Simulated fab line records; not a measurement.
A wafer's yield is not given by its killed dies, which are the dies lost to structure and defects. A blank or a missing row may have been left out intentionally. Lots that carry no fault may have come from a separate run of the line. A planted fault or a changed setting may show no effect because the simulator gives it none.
fab line records + flow nandHarc
record:
- lots: 5
- wafers: 13
- lastDay: 33
route steps=1302 shown A_STAIRCASE@832 A_SGD_CUT@890 END@1302
lots untouched by any fault: they come from a run of this same line in which no faults occurred
startH: hours from the record's opening day to when the first of the lot's shown wafers began + waitH: time in hours since the lot's previous step + " repeats the value in the row above + L1.1+2: a single row standing in for several wafers + - either no value or no given start + * or withheld: withheld + < > ~ a bound
route shown NAME@n: a module of which the file shows steps, and the number in the route of the first + usual: mean and standard deviation over wafers with no fault + same: alike in all rows + chamber/n: place in a boat + sites: the reading at each site + _std_site: the standard deviation of these + _edge_site: outer sites' mean less inner sites' + radiusMm: for every site, how far away it sits from the centre of the wafer + mask NAME#n: copy n + behind: the last tool/chamber to shape the wafer + hold: the reason the lot was held/the length of the hold in hours/how it ended + device: the n, p or np transistor that did not switch + end of line: the route-end tests of the same wafers + a step given without rows: its recipe and nothing more + killed: dies that structure and defects cost at the first sort, which is not the same as the wafer's yield + map: shows each die of a wafer: x if killed, . if not, _ if none is there
set.NAME: the setting the step ran with; set.NAME@STEP: the setting that earlier step ran with + model.NAME: the simulator's own value behind a step, which no gauge read
lots at some steps of the route; a table a step, a row a wafer
services: a tool's chamber out of use, with start hour (startH, from the record's first day; less than 0 if before it), hours out, and reason
== steps ==
step: NHARC_A_STAIRCASE_HM_OPEN_463
recipe:
- o2FlowSccm: 400
- cosFlowSccm: 20
- arFlowSccm: 0
- rfW: 500
- biasW: 300
- chemistry: O2/COS
step: NHARC_A_STAIRCASE_STRIP_464
recipe:
- o2FlowSccm: 400
- cosFlowSccm: 20
- arFlowSccm: 0
- biasW: 0
- chemistry: O2/COS
step: NHARC_A_STAIRCASE_ETCH_453
recipe:
- targetDepthA: 300
- overetchA: 30
- timeS: 16.5
- ionEnergyEv: 100
- cf4FlowSccm: 80
- o2FlowSccm: 20
- arFlowSccm: 0
- rfW: 300
- biasW: 100
- chemistry: CF4/O2
usual:
- drypumpMotorCurrentA: 5.8/0.45
- oesProductAu: 1.002/0.008
- rfVppV: 197.7/1.4
- showerheadPlenumPTorr: 1.33/0.054
- throttleValvePct: 13.398/0.0089
| lot.wafer | tool       | chamber | startH | waitH | drypumpMotorCurrentA | oesProductAu | rfHoursCounterH | rfVppV | showerheadPlenumPTorr | throttleValvePct |
|-----------|------------|---------|--------|-------|----------------------|--------------|-----------------|--------|-----------------------|------------------|
| L718.2    | rieDiel-03 | 1       | -      | -     | 5.7                  | 1.012        | 54              | 197.7  | 1.35                  | 13.395           |
| L718.5    | "          | 1       | "      | "     | 5.7                  | 1.004        | -               | 196.4  | 1.35                  | 13.406           |
| L718.6    | "          | 2       | "      | "     | 4.9                  | 1.000        | -               | 198.5  | 1.33                  | 13.393           |
| L722.2    | rieDiel-12 | 3       | -      | -     | 6.1                  | 1.006        | 17              | 197.8  | 1.25                  | 13.398           |
| L722.3    | "          | 1       | "      | "     | 6.2                  | 1.005        | 15              | 198.4  | 1.34                  | 13.411           |
| L722.1    | "          | 2       | "      | "     | 5.6                  | 1.000        | 15              | 199.8  | 1.34                  | 13.400           |
| L726.4    | rieDiel-12 | 3       | -      | -     | 6.1                  | 0.999        | 31              | 195.5  | 1.25                  | 13.405           |
| L726.3    | "          | 0       | "      | "     | 6.2                  | 0.997        | 29              | 197.4  | 1.28                  | 13.414           |
| L726.2    | "          | 2       | "      | "     | 5.6                  | 1.002        | 27              | 198.6  | 1.34                  | 13.400           |
| L730.3    | rieDiel-05 | 3       | -      | -     | 5.7                  | 0.984        | 44              | 199.4  | 1.37                  | 13.402           |
| L730.1    | "          | 1       | "      | "     | 6.1                  | 0.986        | 48              | 195.6  | 1.24                  | 13.388           |
| L730.6    | "          | 2       | "      | "     | 5.4                  | 0.994        | -               | 195.5  | 1.32                  | 13.384           |
| L732.4    | rieDiel-03 | 3       | -      | -     | 5.9                  | 1.003        | 38              | 200.7  | 1.44                  | 13.403           |
step: NHARC_A_STAIRCASE_ETCH_315
recipe:
- targetDepthA: 25000
- timeS: 607.1
- ionEnergyEv: 800
- c4f8FlowSccm: 80
- o2FlowSccm: 60
- arFlowSccm: withheld
- rfW: 600
- biasW: 3000
- chemistry: C4F8/O2/Ar
step: NHARC_A_STAIRCASE_STRIP_316
recipe:
- o2FlowSccm: 500
- arFlowSccm: 0
- biasW: 0
- chemistry: O2
usual:
- drypumpMotorCurrentA: 5.8/0.46
- oesProductAu: 1.002/0.0098
- rfVppV: 57.8/0.87
- showerheadPlenumPTorr: 3.51/0.14
- throttleValvePct: 17.036/0.0095
| lot.wafer | tool       | chamber | startH | waitH | drypumpMotorCurrentA | oesProductAu | rfHoursCounterH | rfVppV | showerheadPlenumPTorr | throttleValvePct |
|-----------|------------|---------|--------|-------|----------------------|--------------|-----------------|--------|-----------------------|------------------|
| L718.2    | rieDiel-03 | 3       | -      | -     | 5.9                  | 0.996        | 49              | 56.3   | 3.27                  | 17.036           |
| L718.6    | "          | 2       | "      | "     | 5.0                  | 1.015        | -               | 56.5   | 3.53                  | 17.052           |
| L718.5    | "          | 3       | "      | "     | 5.9                  | 1.001        | -               | 57.2   | 3.27                  | 17.035           |
| L722.1    | rieDiel-12 | 3       | -      | -     | 6.1                  | 0.992        | 17              | 57.9   | 3.32                  | 17.037           |
| L722.3    | "          | 1       | "      | "     | 6.2                  | 1.006        | 15              | 58.1   | 3.54                  | 17.015           |
| L722.2    | "          | 2       | "      | "     | 5.6                  | 0.992        | 15              | 56.6   | 3.54                  | 17.045           |
| L726.2    | rieDiel-12 | 1       | -      | -     | 6.2                  | 1.001        | 28              | 57.4   | 3.53                  | 17.038           |
| L726.3    | "          | 2       | "      | "     | 5.6                  | 0.998        | 27              | 57.6   | 3.53                  | 17.030           |
| L726.4    | "          | 0       | "      | "     | 6.2                  | 1.002        | 30              | 56.9   | 3.38                  | 17.039           |
| L730.1    | rieDiel-05 | 2       | -      | -     | 5.4                  | 1.002        | 41              | 57.8   | 3.49                  | 17.041           |
| L730.3    | "          | 3       | "      | "     | 5.7                  | 0.996        | 44              | 58.5   | 3.61                  | 17.041           |
| L730.6    | "          | 2       | "      | "     | 5.4                  | 0.994        | -               | 55.7   | 3.49                  | 17.043           |
| L732.4    | rieDiel-03 | 0       | -      | -     | 6.5                  | 1.017        | 38              | 58.8   | 3.62                  | 17.033           |
step: NHARC_A_STAIRCASE_STRIP_317
recipe:
- timeS: 900
- tempC: 130
- chemistry: SPM
step: NHARC_A_STAIRCASE_PRECLEAN_318
recipe:
- timeS: *
- tempC: 50
- bathAgeMin: 0
- chemistry: SC1
step: NHARC_A_STAIRCASE_SRD_329
step: NHARC_A_STAIRCASE_ALD_415
recipe:
- targetThkA: 300
- pulseTimeS: 6
- aldCycles: 300
- tempC: 300
- material: SiO2
usual:
- heaterPowerW: 455/27
- precursorPulseHeightRel: 1.001/0.02
| lot.wafer | tool     | chamber | startH | waitH | heaterPowerW | precursorPulseHeightRel |
|-----------|----------|---------|--------|-------|--------------|-------------------------|
| L718.2    | aldHk-04 | 3       | 447.71 | 0.1   | 458          | 0.974                   |
| L718.5    | "        | 3       | "      | "     | 464          | 0.996                   |
| L718.6    | "        | 0       | "      | "     | 487          | 1.001                   |
| L722.1    | aldHk-01 | 2       | 493.94 | 0.3   | 455          | 1.024                   |
| L722.2    | "        | 3       | "      | "     | 426          | 0.999                   |
| L722.3    | "        | 0       | "      | "     | 421          | 1.036                   |
| L726.3    | aldHk-04 | 0       | 536.27 | 1.3   | 486          | 0.975                   |
| L726.4    | "        | 2       | "      | "     | 490          | 1.007                   |
| L726.2    | "        | 3       | "      | "     | 480          | 0.998                   |
| L730.1    | aldHk-01 | 3       | 554.00 | 0.1   | 429          | 1.027                   |
| L730.3    | "        | 1       | "      | "     | 477          | 1.012                   |
| L730.6    | "        | 0       | "      | "     | 439          | 0.998                   |
| L732.4    | aldHk-01 | 1       | 580.69 | 0.8   | 486          | 1.037                   |
step: NHARC_A_STAIRCASE_ETCHBACK_416
recipe:
- targetDepthA: 360
- timeS: 7.2
- c4f8FlowSccm: withheld
- o2FlowSccm: 8
- arFlowSccm: withheld
- rfW: 600
- biasW: 800
- chemistry: C4F8/O2/Ar
step: NHARC_A_STAIRCASE_STRIP_476
recipe:
- timeS: 20
- o2FlowSccm: 500
- arFlowSccm: 0
- biasW: 0
- chemistry: O2
usual:
- drypumpMotorCurrentA: 5.8/0.42
- oesProductAu: 1.002/0.0099
- rfVppV: 57.8/0.87
- showerheadPlenumPTorr: 3.51/0.14
- throttleValvePct: 17.036/0.009
| lot.wafer | tool       | chamber | startH | waitH | drypumpMotorCurrentA | oesProductAu | rfHoursCounterH | rfVppV | showerheadPlenumPTorr | throttleValvePct |
|-----------|------------|---------|--------|-------|----------------------|--------------|-----------------|--------|-----------------------|------------------|
| L718.2    | rieDiel-05 | 3       | 449.89 | 0.1   | 5.7                  | 0.995        | 7               | 59.4   | 3.63                  | 17.038           |
| L718.6    | "          | 2       | "      | "     | 5.3                  | 0.993        | -               | 57.9   | 3.51                  | 17.031           |
| L718.5    | "          | 3       | "      | "     | 5.8                  | 0.991        | -               | 59.1   | 3.63                  | 17.029           |
| L722.1    | rieDiel-03 | 2       | 495.85 | 0.1   | 5.0                  | 0.992        | 9               | 58.7   | 3.52                  | 17.050           |
| L722.3    | "          | 0       | "      | "     | 6.5                  | 1.006        | 7               | 58.7   | 3.63                  | 17.053           |
| L722.2    | "          | 1       | "      | "     | 5.7                  | 0.992        | 8               | 57.9   | 3.56                  | 17.033           |
| L726.4    | rieDiel-03 | 0       | 538.45 | 0.1   | 6.6                  | 1.011        | 23              | 58.4   | 3.62                  | 17.046           |
| L726.3    | "          | 1       | "      | "     | 5.7                  | 1.001        | 17              | 57.8   | 3.56                  | 17.050           |
| L726.2    | "          | 2       | "      | "     | 5.0                  | 1.008        | 26              | 57.5   | 3.51                  | 17.045           |
| L730.3    | rieDiel-03 | 2       | 556.19 | 0.1   | 5.0                  | 1.015        | 34              | 57.4   | 3.51                  | 17.023           |
| L730.1    | "          | 3       | "      | "     | 5.9                  | 1.015        | 29              | 58.7   | 3.79                  | 17.030           |
| L730.6    | "          | 1       | "      | "     | 5.7                  | 1.006        | -               | 57.0   | 3.56                  | 17.033           |
| L732.4    | rieDiel-05 | 0       | 582.20 | 0.1   | 5.7                  | 1.015        | 48              | 57.7   | 3.47                  | 17.049           |
step: NHARC_A_STAIRCASE_DEP_417
recipe:
- targetThkA: 600
- stepCoveragePct: 20
- tempC: 400
- targetThkNm: 60
- flowSccm: 200
- rfW: 450
- material: Si3N4
usual:
- heaterPowerW: 718/73
| lot.wafer | tool     | chamber | startH | waitH | heaterPowerW |
|-----------|----------|---------|--------|-------|--------------|
| L718.2    | pecvd-02 | 1       | 450.03 | -     | 745          |
| L718.6    | "        | 1       | "      | "     | 774          |
| L718.5    | "        | 2       | "      | "     | 654          |
| L722.2    | pecvd-04 | 0       | 495.95 | -     | 789          |
| L722.3    | "        | 1       | "      | "     | 645          |
| L722.1    | "        | 2       | "      | "     | 749          |
| L726.2    | pecvd-04 | 0       | 538.55 | -     | 736          |
| L726.3    | "        | 2       | "      | "     | 684          |
| L726.4    | "        | 2       | "      | "     | 705          |
| L730.1    | pecvd-02 | 0       | 556.33 | -     | 837          |
| L730.3    | "        | 1       | "      | "     | 757          |
| L730.6    | "        | 1       | "      | "     | 755          |
| L732.4    | pecvd-04 | 2       | 582.48 | -     | 810          |
step: NHARC_A_STAIRCASE_WET_418
recipe:
- tempC: 160
- targetDepthA: 200
- chemistry: H3PO4
step: NHARC_A_STAIRCASE_PRECLEAN_419
recipe:
- timeS: *
- tempC: 50
- bathAgeMin: 0
- chemistry: SC1
step: NHARC_A_STAIRCASE_SRD_421
step: NHARC_A_STAIRCASE_ALD_420
recipe:
- targetThkA: 200
- pulseTimeS: 6
- aldCycles: 200
- tempC: 300
- material: SiO2
step: NHARC_A_STAIRCASE_CVD_552
recipe:
- targetThkA: 400
- tempC: 700
- pressureMtorr: 300
- material: SiNx
step: NHARC_A_STAIRCASE_DEP_151
recipe:
- targetThkA: 72000
- tempC: 400
- targetThkNm: 7200
- teosFlowSccm: 200
- rfW: 500
- material: SiO2
step: NHARC_A_STAIRCASE_ANNEAL_320
recipe:
- tempC: 750
- timeS: 1800
step: NHARC_A_STAIRCASE_DEP_322
recipe:
- targetThkA: 72000
- tempC: 400
- targetThkNm: 7200
- teosFlowSccm: 200
- rfW: 500
- material: SiO2
step: NHARC_A_STAIRCASE_ANNEAL_323
recipe:
- tempC: 750
- timeS: 1800
step: NHARC_A_STAIRCASE_DEP_325
recipe:
- targetThkA: 72000
- tempC: 400
- targetThkNm: 7200
- teosFlowSccm: 200
- rfW: 500
- material: SiO2
step: NHARC_A_STAIRCASE_ANNEAL_326
recipe:
- tempC: 750
- timeS: 1800
step: NHARC_A_STAIRCASE_DEHYDRATE_433
recipe:
- tempC: 150
- timeS: 120
step: NHARC_A_STAIRCASE_HMDS_434
recipe:
- timeS: 30
step: NHARC_A_STAIRCASE_COAT_435
recipe:
- spinRpm: 1200
step: NHARC_A_STAIRCASE_SOFTBAKE_436
recipe:
- tempC: 135
- timeS: 170
step: NHARC_A_STAIRCASE_EBR_437
step: NHARC_A_STAIRCASE_EXPOSE_438
recipe:
- na: 0.5
- doseMj: 28.97
- maskId: STAIR_REV
step: NHARC_A_STAIRCASE_PEB_439
recipe:
- pebTempC: 115
- pebTimeS: 130
step: NHARC_A_STAIRCASE_DEVELOP_440
recipe:
- timeS: 140
step: NHARC_A_STAIRCASE_HARDBAKE_442
recipe:
- tempC: 120
- timeS: 140
step: NHARC_A_STAIRCASE_DESCUM_443
recipe:
- timeS: 3
- o2FlowSccm: 200
- arFlowSccm: 0
- biasPowerW: 0
- chemistry: O2
step: NHARC_A_STAIRCASE_ETCH_444
recipe:
- targetDepthA: 2.04e+05
- timeS: 6800
- c4f8FlowSccm: 20
- o2FlowSccm: 10
- arFlowSccm: withheld
- rfW: 600
- biasW: 1000
- chemistry: C4F8/O2
usual:
- oesProductAu: 0.937/0.021
- rfVppV: 806/4.3
| lot.wafer | tool       | chamber | startH | waitH | oesProductAu | rfHoursCounterH | rfVppV |
|-----------|------------|---------|--------|-------|--------------|-----------------|--------|
| L718.2    | rieDiel-05 | 0       | 490.48 | 0.9   | 0.939        | 23              | 806    |
| L718.6    | "          | 3       | 491.74 | 2.1   | 0.925        | -               | 810    |
| L718.5    | "          | 1       | 493.00 | 3.4   | 0.925        | -               | 798    |
| L722.3    | rieDiel-03 | 1       | 531.74 | 0.1   | 0.920        | 13              | 808    |
| L722.1    | "          | 3       | "      | "     | 0.934        | 22              | 816    |
| L722.2    | "          | 0       | "      | "     | 0.936        | 21              | 811    |
| L726.4    | rieDiel-12 | 3       | 575.35 | 0.5   | 0.942        | 42              | 798    |
| L726.2    | "          | 0       | "      | "     | 0.914        | 41              | 801    |
| L726.3    | "          | 1       | "      | "     | 0.932        | 40              | 807    |
| L730.1    | rieDiel-12 | 2       | 594.53 | 1.0   | 0.918        | 50              | 806    |
| L730.3    | "          | 3       | "      | "     | 0.925        | 55              | 799    |
| L730.6    | "          | 0       | "      | "     | 0.915        | -               | 801    |
| L732.4    | rieDiel-03 | 3       | 625.04 | 1.6   | 0.926        | 52              | 816    |
step: NHARC_A_STAIRCASE_STRIP_446
recipe:
- powerW: 1500
- tempC: 250
- chemistry: O2
step: NHARC_A_STAIRCASE_STRIP_447
recipe:
- timeS: 900
- tempC: 130
- chemistry: SPM
step: NHARC_A_SGD_CUT_DEP_00
recipe:
- targetThkA: 500
- tempC: 400
- targetThkNm: 50
- flowSccm: 200
- rfW: 450
- material: SiNx
usual:
- heaterPowerW: 709/75
| lot.wafer | tool     | chamber | startH | waitH | hold                    | heaterPowerW |
|-----------|----------|---------|--------|-------|-------------------------|--------------|
| L718.2    | pecvd-02 | 2       | 497.91 | 0.1   | -                       | 609          |
| L718.5    | "        | 0       | "      | "     | -                       | 829          |
| L718.6    | "        | 1       | "      | "     | -                       | 744          |
| L722.1    | pecvd-01 | 1       | 539.43 | 0.1   | -                       | 573          |
| L722.3    | "        | 2       | "      | "     | -                       | 687          |
| L722.2    | "        | 0       | "      | "     | -                       | 703          |
| L726.2    | pecvd-03 | 0       | 581.94 | 0.1   | -                       | 824          |
| L726.3    | "        | 2       | "      | "     | -                       | 755          |
| L726.4    | "        | 1       | "      | "     | -                       | 685          |
| L730.3    | pecvd-03 | 2       | 600.67 | 0.1   | -                       | 746          |
| L730.1    | "        | 0       | "      | "     | -                       | 727          |
| L730.6    | "        | 0       | "      | "     | -                       | 743          |
| L732.4    | pecvd-01 | 0       | 633.68 | 2.8   | awaitDispo/2.6h/release | 584          |
step: NHARC_END_SORT_01
recipe:
- tempC: 25
usual:
- killedAtArray: 65/19
- killedAtOther: 0.9/1.1
- killedAtPeriphery: 3.5/2.3
- killedDies: 69/19
- killedOpen: 3.2/1.8
- killedShort: 2.4/1.5
same:
- grossDies: 677
| lot.wafer | tool      | chamber | startH | waitH | killedAtArray | killedAtOther | killedAtPeriphery | killedDies | killedOpen | killedShort |
|-----------|-----------|---------|--------|-------|---------------|---------------|-------------------|------------|------------|-------------|
| L726.3    | prober-02 | 0       | 716.36 | 3.1   | 51            | 1             | 7                 | 59         | 4          | 3           |
| L726.4    | prober-02 | 0       | 717.17 | 3.4   | 56            | 1             | 5                 | 62         | 2          | 5           |
| L732.4    | prober-02 | 0       | 800.64 | 3.4   | 146           | 4             | 1                 | 151        | 1          | 3           |
killed by level:class
L726.3 A_CHANNEL_HOLE_D2:chamberFilmFlake=24 P_GATE:chamberFilmFlake=6 A_CHANNEL_HOLE_D1:chamberFilmFlake=6 A_WL_FILL:chamberFilmFlake=4 A_CONTACT:chamberFilmFlake=4 A_SGD_CUT:chamberFilmFlake=3 A_SOURCE_PLATE:geometricParticle:short=2 P_STI:geometricParticle:open=1
L726.4 A_CHANNEL_HOLE_D2:chamberFilmFlake=18 A_CHANNEL_HOLE_D1:chamberFilmFlake=12 A_CONTACT:chamberFilmFlake=6 P_GATE:chamberFilmFlake=5 A_SGD_CUT:chamberFilmFlake=5 A_SLIT:chamberFilmFlake=3 A_WL_FILL:chamberFilmFlake=3 A_SOURCE_PLATE:geometricParticle:short=1
L732.4 A_STAIRCASE:unspecified=75 A_CHANNEL_HOLE_D1:chamberFilmFlake=34 A_CHANNEL_HOLE_D2:chamberFilmFlake=21 A_SLIT:chamberFilmFlake=5 THIN_TSV:chamberFilmFlake=4 A_CONTACT:chamberFilmFlake=4 A_CHANNEL_FILL_D1:geometricParticle:open=1 A_ONON_D2:geometricParticle:short=1
map L732.4 (x killed, . not)
____________.____________
_________..x...._________
_______x.xx.xxx..._______
______..x.xxxxxx...______
_____...xxxxxxx....._____
____......xxxxxxx....____
____....x.xxxxxxx....____
___......xxxxxxx......___
___......xxxxxxxx.....___
__.......xxxxxxxx......__
__.......xxxxxx.x......__
_........xx.xxxxx......._
_..........xxxxx.x.x...._
_........x.xxxx....x...._
_...x........x.x........_
_.........xxx.x........._
..........xx.xx.x........
x.....x.xxxx..x..........
..........xx.............
x.......xxx.........x....
.......x.xxx.............
_.....xxxxx........x...._
_....xxxxxxx............_
_.....xxxxxx............_
_......xxx.x............_
_.....xxxx.............._
__......xx.............__
__......x..............__
___....x............x.___
___...................___
____.................____
____...........x.....____
_____....x..x......._____
______.............______
_______..........._______
_________......._________
____________.____________
map L722.1 (x killed, . not)
____________.____________
_________......._________
_______..........._______
______.............______
_____..............._____
____.................____
____.................____
___...................___
___...................___
__.....................__
__.....................__
_.x.........x..........._
_.x........x.x.........._
_x.x.....xxx.x......x..._
_.........x..x.........._
_.........xxxx....x....._
....x.....x..x.xxx.xx....
..........xxx..x..x......
.x....x.....xxx.xxxxx....
...........x....xxxxxx...
..............xx...x.x...
_......x......x.xxxxx..._
_x..x...x.......xxxx...._
_...x..xx..x....x..x...._
_...x.xxx...x.....x....._
_....xxxxx........xx...._
__...xxxx..............__
__...xxx..x............__
___.xx.xxx............___
___.......x...........___
____.....x...........____
____.........x.......____
_____..xx..........._____
______.............______
_______x.........._______
_________......._________
____________.____________
== services ==
| tool       | chamber | startH | hours | kind   |
|------------|---------|--------|-------|--------|
| aldHk-04   | -       | 434.54 | 10.0  | pm     |
| pecvd-02   | -       | 439.73 | 0.7   | repair |
| rieDiel-12 | -       | 447.42 | 9.0   | pm     |
| pecvd-04   | -       | 450.22 | 13.0  | pm     |
| rieDiel-03 | 2       | 453.37 | 4.3   | repair |
| rieDiel-12 | -       | 458.24 | 0.5   | repair |
| rieDiel-03 | -       | 459.55 | 9.0   | pm     |
| pecvd-02   | 1       | 462.07 | 10.2  | repair |
| rieDiel-05 | 2       | 464.84 | 31.8  | repair |
| pecvd-01   | 0       | 491.00 | 11.1  | repair |
| pecvd-01   | -       | 492.22 | 13.0  | pm     |
| rieDiel-03 | 1       | 502.74 | 20.3  | repair |
| pecvd-01   | 1       | 521.48 | 6.5   | repair |
| aldHk-01   | -       | 522.58 | 0.7   | repair |
| rieDiel-12 | -       | 536.03 | 2.2   | repair |
| pecvd-03   | -       | 547.57 | 13.0  | pm     |
| pecvd-04   | 2       | 558.56 | 5.7   | repair |
| rieDiel-12 | 2       | 569.33 | 2.6   | repair |
| rieDiel-05 | -       | 584.74 | 9.0   | pm     |
| pecvd-02   | -       | 589.21 | 13.0  | pm     |
| rieDiel-03 | 0       | 606.54 | 6.3   | repair |
| aldHk-04   | -       | 612.54 | 10.0  | pm     |
| rieDiel-12 | -       | 624.49 | 9.0   | pm     |
| pecvd-04   | -       | 631.22 | 13.0  | pm     |
== key ==
firstSign:
- step: NHARC_END_SORT_01
- reading: killedAtArray
- direction: up
- sigmas: 4.3
- usual: 65
- struck: 146
effect:
- step: NHARC_END_SORT_01
- reading: killedDies
- direction: up
- sigmas: 4.2
- usual: 69
- struck: 151
moreKillsBornAt:
- NHARC_A_STAIRCASE_DEP_417@pecvd-04: 75
metAt NHARC_A_STAIRCASE_DEP_417
struckWafers L732.4
testerLeftOut L732
onsetBetween 538.55 582.48
alsoFits time
fault:
- kind: chamberParticleSource
- tool: pecvd-04
- chamber: 2
- onsetH: 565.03
- steps: NHARC_A_STAIRCASE_DEP_417
- ratePerVisitCm2: 0.65084
- endH: 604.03
testerLeftOut: of these lots the tester's yield and bins aren't shown, on N5 and GAA mostly nor the transistor test; their killed dies are dies lost to structure and defects alone, not to doping, threshold or leakage, so they don't give the yield
